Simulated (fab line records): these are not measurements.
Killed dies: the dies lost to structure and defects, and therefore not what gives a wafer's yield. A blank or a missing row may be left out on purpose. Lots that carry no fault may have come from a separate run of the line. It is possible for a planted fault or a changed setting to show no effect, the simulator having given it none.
One fault seen from 2 desks -- flow n5 finfet -- every desk sees just its own numbers, and what lay behind them comes last

## METROLOGY DESK
What the gauges read for every lot (on any tool): the sampled wafers with a number, averaged. A lot is out of limits, marked OUT, if its mean lies more than 4 standard deviations from the usual mean; the brackets give that distance.
Columns: A = cd nm at N5_BEOL_M10_CD_MEAS_28, usual 69.4 nm
lot,first seen here,A
L572,day 10 14:13,70.7
L573,day 10 16:26,69.2
L574,day 11 00:57,69.7
L575,day 11 09:30,68.5
L576,day 11 09:40,69.7
L582,day 13 07:01,70.9
L583,day 13 14:55,70.2
L587,day 14 09:56,69.0
L585,day 14 11:22,68.4
L588,day 14 11:32,67.6
L590,day 15 13:46,69.6
Result from this desk: across the 11 lots, nothing is out of limits.

## AT THE TOOL OWNER'S DESK: rie diel-02
The tool's own readings at N5_BEOL_M10_ETCH_65 (etches SiARC in CF4, target depth 39 nm, time 65 s): means of the sampled wafers that have a number, for each lot that ran on this tool. A lot is out of limits, marked OUT, if its mean lies more than 4 standard deviations from the usual mean; the brackets give that distance.
Columns: A = drypump motor current A at N5_BEOL_M10_ETCH_65, usual 5.5 A; B = etch rf on time s at N5_BEOL_M10_ETCH_65, usual 64.7 s; C = oes product au at N5_BEOL_M10_ETCH_65, usual 0.67 a.u.; D = rf vpp V at N5_BEOL_M10_ETCH_65, usual 184.2 V; E = showerhead plenum p Torr at N5_BEOL_M10_ETCH_65, usual 2.15 Torr; F = throttle valve pct at N5_BEOL_M10_ETCH_65, usual 15.60 %
lot,first seen here,A,B,C,D,E,F
L575,day 11 09:37,5.7,66.4,0.64,184.3,2.15,15.61
L582,day 13 07:08,5.5,69.2,0.61,184.2,2.10,15.61
L583,day 13 15:02,5.3,74.5,0.61,185.7,2.20,15.64
L585,day 14 11:36,5.4,69.7,0.62,183.4,2.11,15.64
Result from this desk: across the 4 lots, nothing is out of limits.

## TAKEN TOGETHER
Metrology desk: nothing out of limits seen.
Nothing out of limits was seen by the tool owner's desk.

## WHAT THE SIMULATOR HAD INSERTED
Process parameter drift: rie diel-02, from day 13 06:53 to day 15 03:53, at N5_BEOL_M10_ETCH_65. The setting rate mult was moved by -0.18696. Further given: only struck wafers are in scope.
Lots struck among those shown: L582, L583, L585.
